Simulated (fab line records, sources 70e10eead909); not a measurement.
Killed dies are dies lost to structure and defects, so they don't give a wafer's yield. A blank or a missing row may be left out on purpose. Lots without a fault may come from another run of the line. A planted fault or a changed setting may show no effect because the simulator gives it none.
fab line records | flow nand_harc | part 2 of 2: steps 5 to 6 of 6
record lots=24 wafers=72 last_day=34
route steps=1302 shown A_STAIRCASE@671
lots that met no fault: from a run of the same line without faults
start_h: hours from the record's first day to the start of the lot's first wafer shown | wait_h: hours since the lot's step before | " the same as in the row above | L1.1+2: a row that stands for several wafers | - no value, or no start given | * or withheld: withheld | < > ~ a bound
route shown NAME@n: a module of which the file shows steps, and the number in the route of the first | usual: mean/standard deviation of fault-free wafers | same: alike in all rows | chamber/n: place in a boat | sites: the reading at each site | _std_site: their standard deviation | _edge_site: outer sites' mean less inner sites' | radius_mm: how far each site lies from the wafer's centre | mask NAME#n: copy n | behind: the tool/chamber that last shaped the wafer | hold: why the lot was held/for how many hours/how that ended | device: the transistor (n, p or np) that didn't switch | end of line: the same wafers' tests at the end of the route | a step without rows: its recipe alone | killed: dies lost to structure and defects at the first sort, not the wafer's yield | map: a wafer's dies, x killed, . not, _ none there
set.NAME: the setting as run; set.NAME@STEP: as run at that earlier step | model.NAME: the simulator's own value behind a step, which no gauge read
steps of the route over a sample of lots; a table a step, a row a wafer
services: from which hour (start_h, from the record's first day; less than 0 if before it) a tool's chamber was out of use, for how many hours, and why
## steps
# step NHARC_A_STAIRCASE_ETCH_201
# recipe target_depth_a=1000 time_s=40.5 ion_energy_ev=400 c4f8_flow_sccm=20 o2_flow_sccm=10 ar_flow_sccm=withheld rf_w=600 bias_w=1000 chemistry=C4F8/O2
# usual oes_product_au=0.937/0.0099 rf_fwd_power_W=592/3.3 rf_vpp_V=894/5
# columns lot.wafer tool chamber start_h wait_h oes_product_au rf_fwd_power_W rf_hours_counter_h rf_vpp_V
L074.4 rie_diel-03 2 - - 0.937 588 23 888
L074.2 " 0 " " 0.949 592 21 898
L074.5 " 2 " " 0.932 585 - 889
L075.4 rie_diel-03 3 - - 0.931 593 26 896
L075.2 " 1 " " 0.948 594 22 900
L075.5 " 3 " " 0.930 590 - 897
L078.1 rie_diel-02 3 - - 0.942 593 57 895
L078.3 " 1 " " 0.943 589 60 892
L078.5 " 0 " " 0.933 594 - 899
L076.2 rie_diel-03 3 - - 0.923 592 37 896
L076.1 " 0 " " 0.930 592 33 898
L076.6 " 3 " " 0.931 592 - 896
L077.4 rie_diel-05 3 - - 0.930 586 39 897
L077.1 " 1 " " 0.946 594 47 901
L077.6 " 0 " " 0.945 596 - 885
L079.6 rie_diel-03 0 - - 0.915 591 - 897
L079.5 " 2 " " 0.926 587 - 886
L079.4 " 3 " " 0.926 591 - 896
L080.2 rie_diel-05 1 - - 0.932 592 0 901
L080.4 " 3 " " 0.949 590 0 900
L080.5 " 1 " " 0.930 594 - 900
L082.1 rie_diel-03 1 - - 0.948 593 33 900
L082.4 " 3 " " 0.941 592 52 896
L082.3 " 0 " " 0.927 590 46 899
L081.2 rie_diel-02 0 - - 0.947 596 13 899
L081.4 " 1 " " 0.944 591 13 890
L081.5 " 0 " " 0.943 596 - 900
L083.2 rie_diel-05 1 - - 0.916 597 16 901
L083.3 " 3 " " 0.953 589 17 896
L083.4 " 0 " " 0.934 597 17 887
L085.1 rie_diel-02 1 - - 0.940 589 25 891
L085.2 " 2 " " 0.945 594 25 890
L085.6 " 1 " " 0.941 588 - 891
L084.3 rie_diel-05 0 - - 0.938 597 19 888
L084.4 " 2 " " 0.960 592 18 891
L084.5 " 3 " " 0.958 589 - 896
L086.3 rie_diel-03 2 - - 0.940 587 1 887
L086.6 " 2 " " 0.953 586 - 888
L086.5 " 3 " " 0.946 595 - 895
L087.2 rie_diel-03 3 - - 0.945 594 6 897
L087.4 " 3 " " 0.938 595 - 895
L087.6 " 1 " " 0.935 594 - 900
L088.2 rie_diel-05 2 - - 0.947 596 26 891
L088.4 " 0 " " 0.928 594 26 886
L088.3 " 1 " " 0.924 596 25 901
L089.3 rie_diel-05 2 - - 0.942 592 27 892
L089.4 " 0 " " 0.934 592 27 886
L089.6 " 2 " " 0.939 595 - 891
L090.4 rie_diel-05 0 - - 0.923 595 32 887
L090.5 " 1 " " 0.930 596 - 900
L090.6 " 2 " " 0.926 592 - 893
L092.1 rie_diel-03 3 - - 0.938 593 22 894
L092.5 " 0 " " 0.934 589 - 896
L092.4 " 2 " " 0.940 586 - 887
L091.3 rie_diel-05 2 - - 0.941 593 36 892
L091.1 " 0 " " 0.933 595 34 886
L091.5 " 3 " " 0.956 589 - 896
L093.4 rie_diel-03 3 - - 0.950 594 33 894
L093.2 " 1 " " 0.940 592 24 900
L093.5 " 2 " " 0.954 589 - 885
L095.4 rie_diel-05 0 - - 0.926 597 - 884
L095.5 " 1 " " 0.926 594 - 900
L095.6 " 3 " " 0.941 589 - 896
L094.2 rie_diel-05 1 - - 0.921 598 54 900
L094.5 " 0 " " 0.919 593 - 887
L094.4 " 1 " " 0.921 596 - 900
L096.2 rie_diel-03 2 - - 0.955 590 37 886
L096.4 " 3 " " 0.931 593 41 895
L096.5 " 1 " " 0.930 594 - 897
L097.2 rie_diel-05 3 - - 0.944 588 1 896
L097.1 " 0 " " 0.947 595 1 907
L097.5 " 2 " " 0.948 594 - 891
# step NHARC_A_STAIRCASE_TRIM_222
# recipe time_s=211.2 o2_flow_sccm=500 ar_flow_sccm=0 bias_w=0 chemistry=O2
# usual drypump_motor_current_A=6.0/0.42 oes_product_au=0.996/0.0095 rf_vpp_V=57.7/0.87 showerhead_plenum_p_Torr=3.47/0.13 throttle_valve_pct=17.036/0.0093
# columns lot.wafer tool chamber start_h wait_h drypump_motor_current_A oes_product_au rf_hours_counter_h rf_vpp_V showerhead_plenum_p_Torr throttle_valve_pct
L074.4 rie_diel-05 0 - - 6.8 1.007 28 57.6 3.30 17.029
L074.2 " 2 " " 5.9 0.985 32 57.7 3.44 17.039
L074.5 " 1 " " 6.2 0.991 - 59.3 3.67 17.041
L075.4 rie_diel-02 3 - - 6.1 1.012 49 57.0 3.51 17.037
L075.2 " 2 " " 6.0 1.016 49 56.6 3.34 17.025
L075.5 " 3 " " 6.1 1.005 - 58.7 3.51 17.032
L078.1 rie_diel-02 3 - - 6.1 1.008 57 57.5 3.50 17.046
L078.3 " 2 " " 6.0 1.010 58 57.2 3.33 17.039
L078.5 " 1 " " 6.0 0.993 - 59.3 3.41 17.049
L076.1 rie_diel-03 3 - - 6.3 0.983 38 57.2 3.53 17.039
L076.2 " 0 " " 5.7 1.001 34 57.6 3.58 17.039
L076.6 " 3 " " 6.3 0.993 - 57.7 3.53 17.024
L077.4 rie_diel-05 1 - - 6.2 0.990 48 57.8 3.66 17.035
L077.1 " 0 " " 6.7 1.016 44 57.6 3.29 17.048
L077.6 " 1 " " 6.2 0.986 - 58.1 3.66 17.029
L079.6 rie_diel-03 0 - - 5.7 0.978 - 57.3 3.58 17.029
L079.4 " 2 " " 6.6 0.988 - 57.2 3.30 17.024
L079.5 " 3 " " 6.4 0.984 - 57.6 3.53 17.048
L080.4 rie_diel-05 0 - - 6.6 0.997 1 57.3 3.29 17.038
L080.2 " 2 " " 5.8 0.999 1 56.1 3.44 17.039
L080.5 " 0 " " 6.7 1.006 - 57.5 3.29 17.024
L082.4 rie_diel-03 0 - - 5.7 0.990 46 58.8 3.57 17.040
L082.3 " 1 " " 5.6 1.004 34 58.9 3.63 17.021
L082.1 " 2 " " 6.6 0.991 52 56.5 3.30 17.038
L081.4 rie_diel-05 1 - - 6.2 0.974 6 57.3 3.66 17.025
L081.2 " 0 " " 6.7 0.996 7 56.7 3.29 17.047
L081.5 " 2 " " 5.8 0.993 - 56.8 3.43 17.032
L085.1 rie_diel-05 0 - - 6.7 0.990 18 57.3 3.28 17.041
L085.2 " 1 " " 6.2 0.982 17 57.5 3.65 17.050
L085.6 " 0 " " 6.7 0.990 - 58.1 3.28 17.033
L083.2 rie_diel-03 0 - - 5.7 0.987 0 58.4 3.57 17.017
L083.3 " 1 " " 5.6 1.000 0 58.2 3.63 17.026
L083.4 " 2 " " 6.6 0.993 0 57.8 3.29 17.051
L084.4 rie_diel-05 2 - - 5.8 0.994 18 57.4 3.43 17.041
L084.3 " 3 " " 5.2 0.993 19 58.4 3.54 17.024
L084.5 " 2 " " 5.8 1.002 - 56.7 3.43 17.021
L086.3 rie_diel-02 3 - - 6.1 1.003 23 58.5 3.49 17.040
L086.5 " 3 " " 6.1 1.002 - 58.0 3.49 17.040
L086.6 " 0 " " 5.6 1.017 - 58.4 3.58 17.027
L087.4 rie_diel-03 2 - - 6.6 1.001 6 56.9 3.29 17.053
L087.2 " 3 " " 6.3 1.000 7 59.1 3.52 17.043
L087.6 " 3 " " 6.3 0.998 - 57.0 3.52 17.014
L088.3 rie_diel-02 3 - - 6.1 1.001 29 56.4 3.49 17.038
L088.2 " 0 " " 5.6 1.007 35 57.7 3.58 17.040
L088.4 " 1 " " 6.0 1.000 33 58.7 3.39 17.029
L089.3 rie_diel-05 1 - - 6.2 0.988 27 57.1 3.65 17.046
L089.4 " 2 " " 5.9 1.010 28 55.8 3.42 17.036
L089.6 " 2 " " 5.8 0.995 - 56.9 3.42 17.044
L090.6 rie_diel-03 0 - - 5.7 0.986 - 58.8 3.56 17.019
L090.4 " 2 " " 6.6 0.994 - 58.1 3.29 17.025
L090.5 " 3 " " 6.3 0.989 - 58.6 3.51 17.013
L092.4 rie_diel-05 2 - - 5.8 1.005 37 59.6 3.42 17.044
L092.1 " 3 " " 5.2 1.008 36 57.8 3.53 17.047
L092.5 " 0 " " 6.7 0.989 - 58.3 3.27 17.041
L091.3 rie_diel-02 2 - - 6.0 1.005 45 56.8 3.31 17.047
L091.1 " 3 " " 6.2 1.003 39 57.2 3.48 17.030
L091.5 " 1 " " 6.0 0.992 - 56.9 3.38 17.034
L093.4 rie_diel-03 2 - - 6.6 1.006 29 58.7 3.28 17.019
L093.2 " 3 " " 6.3 0.997 33 57.2 3.50 17.032
L093.5 " 1 " " 5.6 1.001 - 58.1 3.62 17.052
L095.4 rie_diel-02 2 - - 6.0 1.007 56 57.7 3.30 17.048
L095.6 " 0 " " 5.6 1.021 - 57.9 3.57 17.018
L095.5 " 1 " " 6.0 0.994 - 56.1 3.38 17.037
L094.4 rie_diel-03 2 - - 6.6 1.002 33 57.1 3.28 17.042
L094.2 " 0 " " 5.7 1.003 37 57.0 3.55 17.033
L094.5 " 3 " " 6.3 0.997 - 56.9 3.50 17.033
L096.4 rie_diel-03 2 - - 6.6 1.000 38 58.1 3.28 17.058
L096.2 " 0 " " 5.7 1.000 41 58.2 3.54 17.022
L096.5 " 2 " " 6.6 1.004 - 55.5 3.28 17.037
L097.2 rie_diel-03 3 - - 6.4 0.996 46 58.2 3.49 17.057
L097.1 " 1 " " 5.6 0.982 40 59.2 3.61 17.039
L097.5 " 0 " " 5.7 0.991 - 57.7 3.54 17.033
## services
# columns tool chamber start_h hours kind
rie_diel-05 0 336.88 - clean
rie_diel-05 1 336.88 - clean
rie_diel-05 2 336.88 - clean
rie_diel-05 3 336.88 - clean
rie_diel-03 0 337.37 3.0 repair
rie_diel-03 1 339.30 - clean
rie_diel-03 2 339.30 - clean
rie_diel-03 3 339.30 - clean
rie_diel-03 2 340.82 2.7 repair
rie_diel-05 0 361.38 - clean
rie_diel-05 1 361.38 - clean
rie_diel-05 2 361.38 - clean
rie_diel-03 1 384.70 31.3 repair
rie_diel-02 - 394.44 9.0 pm
rie_diel-05 - 406.98 9.0 pm
rie_diel-02 3 413.34 12.9 repair
rie_diel-03 - 458.30 9.0 pm
rie_diel-03 0 485.25 7.6 repair
rie_diel-05 - 508.42 0.2 repair
rie_diel-03 1 518.37 15.8 repair
rie_diel-05 - 567.52 0.6 repair
rie_diel-02 - 572.22 9.0 pm
rie_diel-05 1 583.19 7.0 repair
rie_diel-05 - 583.98 9.0 pm
